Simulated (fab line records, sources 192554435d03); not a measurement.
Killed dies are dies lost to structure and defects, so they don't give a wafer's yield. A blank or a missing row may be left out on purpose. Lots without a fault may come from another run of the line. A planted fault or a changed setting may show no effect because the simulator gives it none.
fab line records | flow n5_finfet
record lots=11 wafers=33 last_day=18
route steps=1938 shown BEOL_M9@1414
lots that met no fault: from a run of the same line without faults
start_h: hours from the record's first day to the start of the lot's first wafer shown | wait_h: hours since the lot's step before | " the same as in the row above | L1.1+2: a row that stands for several wafers | - no value, or no start given | * or withheld: withheld | < > ~ a bound
route shown NAME@n: a module of which the file shows steps, and the number in the route of the first | usual: mean/standard deviation of fault-free wafers | same: alike in all rows | chamber/n: place in a boat | sites: the reading at each site | _std_site: their standard deviation | _edge_site: outer sites' mean less inner sites' | radius_mm: how far each site lies from the wafer's centre | mask NAME#n: copy n | behind: the tool/chamber that last shaped the wafer | hold: why the lot was held/for how many hours/how that ended | device: the transistor (n, p or np) that didn't switch | end of line: the same wafers' tests at the end of the route | a step without rows: its recipe alone | killed: dies lost to structure and defects at the first sort, not the wafer's yield | map: a wafer's dies, x killed, . not, _ none there
set.NAME: the setting as run; set.NAME@STEP: as run at that earlier step | model.NAME: the simulator's own value behind a step, which no gauge read
steps of the route over a sample of lots; a table a step, a row a wafer
services: from which hour (start_h, from the record's first day; less than 0 if before it) a tool's chamber was out of use, for how many hours, and why
## steps
# step N5_BEOL_M9_CD_MEAS_11
# recipe target_cd_nm=64.1 landing_energy_ev=500 detector=se_inlens polarity=opening
# usual cd_nm=64.2/0.7
# same landing_energy_ev=500
# columns lot.wafer tool chamber start_h wait_h cd_nm
L728.2 cd_sem-03 0 251.38 - 64.7
L728.5 " 0 " " 65.2
L728.6 " 0 " " 64.0
L730.2 cd_sem-01 0 256.59 - 64.2
L730.3 " 0 " " 64.0
L730.4 " 0 " " 64.5
L729.3 cd_sem-02 0 256.76 - 63.9
L729.4 " 0 " " 62.7
L729.6 " 0 " " 63.5
L732.1 cd_sem-03 0 284.77 - 64.5
L732.4 " 0 " " 65.6
L732.5 " 0 " " 64.0
L733.1 cd_sem-01 0 294.08 - 64.0
L733.3 " 0 " " 64.8
L733.4 " 0 " " 64.7
L743.1 cd_sem-03 0 329.09 - 64.7
L743.4 " 0 " " 64.6
L743.6 " 0 " " 65.7
L742.1 cd_sem-03 0 334.68 - 62.7
L742.2 " 0 " " 63.6
L742.3 " 0 " " 63.9
L744.1 cd_sem-01 0 340.88 - 63.5
L744.2 " 0 " " 64.0
L744.4 " 0 " " 64.3
L746.3 cd_sem-03 0 354.56 - 63.8
L746.5 " 0 " " 63.1
L746.6 " 0 " " 63.3
L747.1 cd_sem-03 0 371.78 - 63.1
L747.2 " 0 " " 63.9
L747.4 " 0 " " 62.9
L748.2 cd_sem-03 0 377.63 - 65.6
L748.3 " 0 " " 65.0
L748.5 " 0 " " 65.0
# step N5_BEOL_M9_ETCH_62
# recipe chemistry=N2/H2 target=SOC target_depth_a=1100 overetch_a=220 mask_material=SiARC temp_c=40 time_s=165 ion_energy_ev=200 pressure_mtorr=30 source_w=840 bias_w=150 n2_flow_sccm=200 h2_flow_sccm=200
# usual drypump_motor_current_A=5.6/0.45 oes_product_au=0.69/0.063 rf_vpp_V=524/3.2 showerhead_plenum_p_Torr=2.57/0.11 throttle_valve_pct=17.96/0.2
# columns lot.wafer tool chamber start_h wait_h drypump_motor_current_A oes_product_au rf_hours_counter_h rf_vpp_V showerhead_plenum_p_Torr throttle_valve_pct
L728.2 rie_diel-02 3 251.55 0.0 5.7 0.75 43 521 2.50 18.01
L728.5 " 2 " " 5.9 0.72 - 530 2.70 17.87
L728.6 " 3 " " 5.7 0.74 - 521 2.50 18.03
L730.2 rie_diel-02 2 256.76 0.0 5.8 0.71 55 529 2.70 17.87
L730.3 " 0 " " 5.7 0.60 213 523 2.52 18.10
L730.4 " 1 " " 5.0 0.75 33 522 2.48 17.89
L729.3 rie_diel-05 0 256.93 0.0 5.4 0.58 245 519 2.42 18.22
L729.4 " 0 " " 5.4 0.58 - 519 2.42 18.22
L729.6 " 2 " " 5.5 0.67 - 520 2.46 17.91
L732.1 rie_diel-02 1 284.95 0.0 5.1 0.73 43 522 2.48 17.92
L732.4 " 3 " " 5.7 0.73 53 522 2.50 18.03
L732.5 " 0 " " 5.8 0.59 - 524 2.52 18.14
L733.1 rie_diel-05 3 294.64 0.0 5.9 0.70 79 528 2.69 17.74
L733.3 " 0 " " 5.4 0.82 0 530 2.74 17.87
L733.4 " 1 " " 6.3 0.59 223 523 2.53 18.32
L743.1 rie_diel-05 2 329.27 0.0 5.5 0.65 135 522 2.45 17.94
L743.4 " 3 " " 5.9 0.69 89 528 2.68 17.76
L743.6 " 0 " " 5.4 0.79 - 527 2.73 17.90
L742.1 rie_diel-02 0 334.85 0.0 5.7 0.58 240 522 2.51 18.15
L742.2 " 2 " " 5.9 0.69 79 527 2.69 17.90
L742.3 " 3 " " 5.7 0.72 70 521 2.49 18.07
L744.1 rie_diel-04 3 341.06 0.0 6.2 0.64 170 521 2.45 18.33
L744.2 " 1 " " 5.2 0.80 17 523 2.49 17.53
L744.4 " 2 " " 6.2 0.68 87 528 2.68 18.11
L746.3 rie_diel-04 1 355.21 0.0 5.2 0.78 22 524 2.48 17.55
L746.5 " 2 " " 6.1 0.67 - 526 2.67 18.11
L746.6 " 1 " " 5.2 0.79 - 521 2.48 17.55
L747.1 rie_diel-02 2 371.95 0.0 5.8 0.69 86 529 2.68 17.91
L747.2 " 1 " " 5.1 0.70 73 521 2.47 17.96
L747.4 " 3 " " 5.7 0.70 - 521 2.48 18.09
L748.2 rie_diel-05 1 377.86 0.0 6.3 0.56 248 522 2.52 18.35
L748.3 " 0 " " 5.4 0.76 24 528 2.73 17.93
L748.5 " 0 " " 5.4 0.76 - 528 2.73 17.91
# step N5_BEOL_M9_COAT_63
# recipe resist=SOC temp_c=250 time_s=60 spin_rpm=1500 resist_thk_nm=60
# usual spin_speed_rpm=1500.0/1
# columns lot.wafer tool chamber start_h wait_h spin_speed_rpm
L728.2 litho_track-01 0 253.11 1.2 1499.3
L728.5 " 0 " " 1500.9
L728.6 " 0 " " 1499.9
L730.2 litho_track-04 0 258.28 1.1 1499.0
L730.3 " 0 " " 1498.4
L730.4 " 0 " " 1499.3
L729.3 litho_track-05 0 258.28 1.0 1499.6
L729.4 " 0 " " 1499.5
L729.6 " 0 " " 1500.3
L732.1 litho_track-04 0 286.87 1.6 1585.3
L732.4 " 0 " " 1583.5
L732.5 " 0 " " 1583.4
L733.1 litho_track-04 0 296.30 1.3 1584.9
L733.3 " 0 " " 1583.3
L733.4 " 0 " " 1584.9
L743.1 litho_track-05 0 330.04 0.4 1500.1
L743.4 " 0 " " 1501.8
L743.6 " 0 " " 1499.1
L742.1 litho_track-01 0 335.40 0.1 1500.9
L742.2 " 0 " " 1502.6
L742.3 " 0 " " 1502.1
L744.1 litho_track-01 0 343.40 2.0 1499.5
L744.2 " 0 " " 1499.1
L744.4 " 0 " " 1500.0
L746.3 litho_track-04 0 356.93 1.3 1501.2
L746.5 " 0 " " 1500.7
L746.6 " 0 " " 1500.7
L747.1 litho_track-01 0 372.41 0.1 1499.8
L747.2 " 0 " " 1499.2
L747.4 " 0 " " 1501.3
L748.2 litho_track-04 0 379.71 1.5 1498.6
L748.3 " 0 " " 1498.4
L748.5 " 0 " " 1500.7
# step N5_BEOL_M9_ETCH_65
# recipe chemistry=CF4 target=SiARC target_depth_a=156 mask_material=CAR-EUV time_s=26 ion_energy_ev=80 pressure_mtorr=40 source_w=545 bias_w=36 Ar_flow_sccm=100 cf4_flow_sccm=100 ends=cleared
# usual drypump_motor_current_A=5.7/0.44 etch_rf_on_time_s=26.0/0.58 oes_product_au=0.69/0.071 rf_vpp_V=184.3/1.4 showerhead_plenum_p_Torr=2.16/0.086 throttle_valve_pct=15.67/0.2
# columns lot.wafer tool chamber start_h wait_h drypump_motor_current_A etch_rf_on_time_s oes_product_au rf_hours_counter_h rf_vpp_V showerhead_plenum_p_Torr throttle_valve_pct
L728.2 rie_diel-02 0 253.56 0.0 5.7 25.8 0.61 211 182.4 2.12 15.89
L728.5 " 1 " " 5.1 24.9 0.77 - 183.2 2.11 15.72
L728.6 " 0 " " 5.7 25.8 0.60 - 184.4 2.12 15.91
L730.2 rie_diel-02 2 258.92 0.0 5.8 25.8 0.73 55 187.5 2.25 15.52
L730.3 " 0 " " 5.8 25.8 0.60 213 183.7 2.12 15.89
L730.4 " 3 " " 5.7 25.4 0.75 44 185.6 2.09 15.55
L729.3 rie_diel-04 0 259.35 0.0 4.8 25.9 0.74 31 185.6 2.26 15.42
L729.4 " 2 " " 6.2 25.7 0.71 62 184.8 2.27 15.88
L729.6 " 3 " " 6.2 26.5 0.65 - 182.5 2.06 15.85
L732.1 rie_diel-04 1 287.35 0.0 5.1 26.3 0.85 1 184.5 2.10 15.33
L732.4 " 0 " " 4.8 26.1 0.73 41 186.4 2.26 15.42
L732.5 " 3 " " 6.2 26.6 0.64 - 183.1 2.05 15.86
L733.1 rie_diel-02 3 296.78 0.0 5.7 25.0 0.75 57 182.6 2.08 15.57
L733.3 " 2 " " 5.8 25.7 0.70 68 185.5 2.25 15.53
L733.4 " 1 " " 5.1 24.8 0.75 47 184.4 2.11 15.73
L743.1 rie_diel-04 1 330.61 0.0 5.2 26.0 0.81 13 182.4 2.09 15.35
L743.4 " 2 " " 6.2 26.0 0.69 84 184.0 2.26 15.92
L743.6 " 0 " " 4.8 25.6 0.72 - 186.1 2.25 15.44
L742.1 rie_diel-05 0 335.98 0.0 5.3 26.1 0.79 12 184.6 2.27 15.37
L742.2 " 1 " " 6.3 27.4 0.56 235 183.5 2.11 15.90
L742.3 " 2 " " 5.5 26.1 0.65 136 182.5 2.07 15.76
L744.1 rie_diel-02 1 343.84 0.0 5.1 25.0 0.74 62 182.4 2.10 15.76
L744.2 " 0 " " 5.7 26.2 0.58 243 182.5 2.11 15.97
L744.4 " 3 " " 5.7 25.5 0.73 73 184.0 2.08 15.60
L746.3 rie_diel-05 3 357.38 0.0 5.9 26.0 0.67 97 187.1 2.24 15.51
L746.5 " 3 " " 5.9 26.0 0.68 - 186.1 2.24 15.51
L746.6 " 2 " " 5.5 26.2 0.65 - 181.7 2.06 15.76
L747.1 rie_diel-02 2 372.85 0.0 5.9 26.4 0.69 86 185.0 2.24 15.59
L747.2 " 1 " " 5.0 25.2 0.71 73 183.4 2.10 15.80
L747.4 " 2 " " 5.9 26.1 0.69 - 186.2 2.24 15.57
L748.2 rie_diel-05 1 380.15 0.0 6.3 27.5 0.56 248 183.9 2.10 15.95
L748.3 " 3 " " 5.9 25.8 0.68 101 185.4 2.24 15.53
L748.5 " 0 " " 5.4 26.5 0.76 - 185.1 2.26 15.40
## services
# columns tool chamber start_h hours kind
rie_diel-05 1 238.66 19.1 repair
rie_diel-02 3 253.47 2.3 repair
rie_diel-04 1 263.33 - clean
rie_diel-04 1 263.33 - consumable_replace:focus_ring
rie_diel-04 1 263.33 21.3 scheduled_down
rie_diel-04 1 263.33 21.3 vent_cycle
rie_diel-05 0 273.24 - clean
rie_diel-05 0 273.24 - consumable_replace:focus_ring
rie_diel-05 0 273.24 - consumable_replace:showerhead
rie_diel-04 3 352.37 5.9 repair
rie_diel-05 3 368.86 6.4 repair
rie_diel-02 0 371.14 - clean
rie_diel-02 0 371.14 - consumable_replace:focus_ring
rie_diel-02 0 371.14 15.0 scheduled_down
rie_diel-02 0 371.14 15.0 vent_cycle
rie_diel-05 - 372.88 0.2 repair
litho_track-04 - 373.06 - consumable_replace:filter
## key
first_sign step=N5_BEOL_M9_COAT_63 reading=spin_speed_rpm direction=up sigmas=82 usual=* struck=*
effect none on later readings
met_at N5_BEOL_M9_COAT_63
struck_lots L732,L733
not_acting_at N5_BEOL_M9_CD_MEAS_11,N5_BEOL_M9_ETCH_62,N5_BEOL_M9_ETCH_65
onset_between 258.28 286.87
fault kind=process_parameter_drift tool=litho_track-04 chamber=- onset_h=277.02 steps=N5_BEOL_M9_COAT_63 channel=spin_rpm offset=* shape=step end_h=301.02 acts_in=* stated=*
